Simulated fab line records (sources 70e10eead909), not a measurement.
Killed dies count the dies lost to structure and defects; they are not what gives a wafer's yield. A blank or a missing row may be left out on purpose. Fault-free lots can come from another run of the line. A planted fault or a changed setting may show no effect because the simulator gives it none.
Which of the tools did it? | flow nand_harc | 11 lots, 33 wafers sampled, at 2 steps of a route of 1302

## WHAT THE GAUGES SHOWED, per wafer
NHARC_A_ONON_D2_THK_MEAS_11: measures by ellipsometry.
lot  | measured     | on            | thk_nm (nm)
L074 | day 12 21:12 | film_metro-02 | 999 999 998
L078 | day 14 05:15 | film_metro-02 | 1025 1023 1025
L080 | day 15 04:02 | film_metro-01 | 1007 1005 1005
L081 | day 15 12:15 | film_metro-01 | 994 993 995
L083 | day 16 17:05 | film_metro-01 | 993 991 992
L086 | day 16 20:35 | film_metro-01 | 990 989 988
L087 | day 17 17:52 | film_metro-02 | 1012 1012 1011
L089 | day 18 13:06 | film_metro-02 | 1004 1004 1004
L091 | day 19 18:02 | film_metro-01 | 996 999 998
L093 | day 20 08:26 | film_metro-02 | 999 1000 999
L096 | day 21 13:59 | film_metro-01 | 1015 1016 1016

## WHAT TOOL EACH LOT RAN ON (gives the tool, then ch and the chambers of the sampled wafers, and finally the start)
lot  | NHARC_A_DECK1_JOINT_ETCHBACK_07
L074 | rie_si-02 ch 2,3, day 11 13:12
L078 | rie_si-03 ch 0,1, day 12 08:07
L080 | rie_si-02 ch 0,3, day 13 07:43
L081 | rie_si-03 ch 1,2,3, day 13 20:55
L083 | rie_si-03 ch 0,1, day 15 00:23
L086 | rie_si-03 ch 0,1, day 15 10:46
L087 | rie_si-06 ch 0,2,3, day 16 06:09
L089 | rie_si-03 ch 0,1,3, day 16 18:55
L091 | rie_si-06 ch 0,1,3, day 18 07:00
L093 | rie_si-02 ch 2,3, day 18 15:46
L096 | rie_si-06 ch 0,1,2, day 20 02:13
- NHARC_A_DECK1_JOINT_ETCHBACK_07: etches the open film in HBr, target depth 105 nm, time 26.9 s.

## THE ANSWER, worked out from the rows above alone
Rule: what is usual is taken from the lots themselves. Put in order of their means at a reading, lots are off if they are a third of the lots or fewer, leave a main group of 4 or more, and stand apart from it by a gap of 3 or more times the standard deviation of the main group's means; of several such gaps the widest counts. If all means in a main group match to the digits the tables above print for the reading, that group is not used. A lot without any number at a reading at which 4 lots or more have one is off too. Any other lot the step has rows for is counted as sound.
Across all readings shown, no lot is off: no conclusion can be drawn from this.

## WHAT WAS PUT IN BY THE SIMULATOR
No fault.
